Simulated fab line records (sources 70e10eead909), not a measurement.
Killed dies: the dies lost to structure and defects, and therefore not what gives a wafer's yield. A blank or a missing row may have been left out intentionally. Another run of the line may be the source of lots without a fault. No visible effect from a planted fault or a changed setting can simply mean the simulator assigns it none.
A struck lot beside a sound one    flow nand-harc    21 steps out of a route of 1159
Sound: the wafers L877.1, L877.2, L877.5. Wafers L892.1, L892.4, L892.6 were the ones struck. At the end, the cause is stated.
Each step with rows lists, per side, the tool, then ch with its chambers, then its first start. Under that, the readings that differ: sound wafers    struck wafers    difference of the means    sigmas: that difference in standard deviations of wafers without a fault.
alike: a reading whose means differ by less than 2 such deviations, as well as words and numbers matching on both sides. not compared: withheld readings; readings where some wafer has no value; bounds like >300 that might hide an equal value; numbers whose values overlap and for which the record gives no deviation.
Wherever a step has rows on one side only, a row that says differs or no value, or a row with sigmas, the two part there. When numbers do not overlap yet have no deviation, they are printed without sigmas and do not part them. A reading missing from all wafers of one side parts the sides only when that side holds two or more wafers.

NHARC_P_CONTACT_CVD_23: deposits W, target thk 200 nm, time 557 s.
  sound: cvd-w-02 ch 0,1; struck: cvd-w-01 ch 0,1
  alike: heater-power-w, mfc-ar-sccm, susceptor-temp-C, throttle-valve-pct
NHARC_P_CONTACT_CMP_24: polishes, t overpolish 30 s, target thk 200 nm.
  sound on cmp-04 ch 1,2, day 7 10:01; struck on cmp-04 ch 0,3, day 11 07:25
reading                 sound           struck          difference  sigmas
time-to-endpoint-s (s)  36.2 36.9 37.3  41.0 40.1 41.0  +3.9        +2
  alike: edge-zone-pressure-frac, motor-current-A, overpolish-run-s
following that, these wafers have no rows for 1 step: NHARC_P_CONTACT_SRD_26.
NHARC_P_CONTACT_INSPECT_27:
  sound on defect-inspect-01, day 7 10:24; struck on defect-inspect-01, day 11 07:49
  alike: raw-defect-count
then, 7 steps without rows for these wafers: NHARC_P_M0_DEP_00 (deposits SiOC, target thk 150 nm); NHARC_P_M0_DEHYDRATE_01 (time 120 s); NHARC_P_M0_HMDS_02 (time 30 s); NHARC_P_M0_COAT_33 (time 65 s); NHARC_P_M0_COAT_03 (resist thk 90 nm); NHARC_P_M0_SOFTBAKE_04 (time 55 s); NHARC_P_M0_EBR_05.
NHARC_P_M0_EXPOSE_06: exposes mask P M0, target cd 90 nm.
  sound on arfi-scanner-01 ch 0, day 7 11:13; struck on arfi-scanner-01 ch 0, day 11 08:34
reading               sound              struck             difference  sigmas
exposure-dose-mJ-cm2  81.31 81.19 81.25  93.05 92.92 93.03  +11.75      +99 or more
  alike: mask
then, 2 steps without rows for these wafers: NHARC_P_M0_PEB_07 (peb time 65 s); NHARC_P_M0_DEVELOP_08 (develop time 35 s).
NHARC_P_M0_CD_MEAS_09 targets a cd of 90 nm.
  sound on cd-sem-03 ch 0, day 7 11:21; struck on cd-sem-01 ch 0, day 11 08:43
reading     sound           struck          difference  sigmas
cd-nm (nm)  89.6 90.1 89.4  98.4 98.3 98.4  +8.7        +17
NHARC_P_M0_OVL_MEAS_10: pitch 180 nm.
  sound on overlay-02, day 7 11:26; struck on overlay-02, day 11 08:48
  alike: overlay-x-nm, overlay-y-nm
NHARC_P_M0_INSPECT_11:
  sound on defect-inspect-02, day 7 11:28; struck on defect-inspect-02, day 11 08:50
  alike: raw-defect-count
NHARC_P_M0_DESCUM_14: chemistry O2, time 3 s.
  sound on rie-diel-08 ch 0,3, day 7 11:32; struck on rie-diel-10 ch 0,2, day 11 08:55
reading                sound              struck             difference  sigmas
model.P_M0.cd-nm (nm)  88.83 90.08 89.61  98.81 98.63 98.69  +9.20       
  alike: drypump-motor-current-A, mfc-ar-sccm, oes-product-au, rf-vpp-V, showerhead-plenum-p-Torr, throttle-valve-pct
  not compared: rf-hours-counter-h
NHARC_P_M0_ETCH_34: etches the open film in N2/H2, target depth 40 nm, overetch 12 nm, time 43.94 s.
  sound on rie-diel-08 ch 0,2, day 7 11:37; struck on rie-diel-10 ch 0,1,2, day 11 09:01
  alike: drypump-motor-current-A, h2-flow-sccm, mfc-ar-sccm, oes-product-au, rf-vpp-V, showerhead-plenum-p-Torr, throttle-valve-pct
  not compared: rf-hours-counter-h
NHARC_P_M0_ETCH_15: etches the open film in C4F8/Ar, target depth 150 nm, overetch 15 nm, time 82.5 s.
  sound: rie-diel-08 ch 0,1,2; struck: rie-diel-10 ch 0,2
reading                sound              struck             difference  sigmas
model.P_M0.cd-nm (nm)  88.51 89.67 89.54  98.22 98.27 98.61  +9.13       
  alike: oes-product-au, rf-vpp-V
  not compared: rf-hours-counter-h
NHARC_P_M0_CD_MEAS_16:
  sound on cd-sem-01, day 7 11:50; struck on cd-sem-01, day 11 09:16
reading     sound           struck          difference  sigmas
cd-nm (nm)  88.4 89.6 89.3  98.7 98.1 98.5  +9.3        +15

WHERE THEY PART
Earliest at NHARC_P_CONTACT_CMP_24; latest, in this record, at NHARC_P_M0_CD_MEAS_16.

WHY: whatever the simulator had introduced
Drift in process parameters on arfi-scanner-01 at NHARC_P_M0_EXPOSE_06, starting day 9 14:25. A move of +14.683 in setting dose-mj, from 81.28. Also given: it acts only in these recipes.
